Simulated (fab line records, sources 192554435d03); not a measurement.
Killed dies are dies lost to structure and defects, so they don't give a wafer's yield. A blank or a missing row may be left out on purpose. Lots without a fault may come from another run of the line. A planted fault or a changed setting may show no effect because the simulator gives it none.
Chamber matching | flow n5_finfet | N5_BEOL_M11_ETCH_65 on rie_diel-02: 4 sister chambers
The step etches SiARC in CF4, target depth 39 nm, time 65 s. 4 wafers are shown with their chamber, then 9 later ones without.

WAFERS WITH THEIR CHAMBER
wafer  | chamber | drypump_motor_current_A (A)
L083.5 | 1       | 6.5
L084.5 | 2       | 5.4
L093.2 | 3       | 5.1
L093.6 | 0       | 5.5

WAFERS WITHOUT THEIR CHAMBER
wafer  | drypump_motor_current_A (A)
L097.2 | 5.1
L097.3 | 5.4
L097.5 | 5.1
L094.1 | 5.5
L094.4 | 5.1
L094.5 | 5.6
L095.1 | 5.4
L095.3 | 5.1
L095.5 | 5.5

WHICH CHAMBER EACH WENT THROUGH
wafer  | from the rows above | in truth
L097.2 | 3                   | 3
L097.3 | 2                   | 2
L097.5 | 3                   | 3
L094.1 | 0                   | 0
L094.4 | 3                   | 3
L094.5 | 0                   | 0
L095.1 | 2                   | 2
L095.3 | 3                   | 3
L095.5 | 0                   | 0
Placed correctly: 9 of 9. Can't be placed from these rows: 0. Placed wrongly: 0.
How it was worked out, from the rows above alone: a wafer's distance from a chamber is the root of the sum, over the readings, of the square of ((its reading less the chamber's mean) divided by the reading's scatter). The wafer belongs to the nearest chamber; if the next one is less than 2 further off, it can't be placed. A chamber's mean is the mean of its shown wafers. The scatter: with one shown wafer a chamber, the root of the mean of the squares of how far each hidden wafer lies from its nearest shown one.
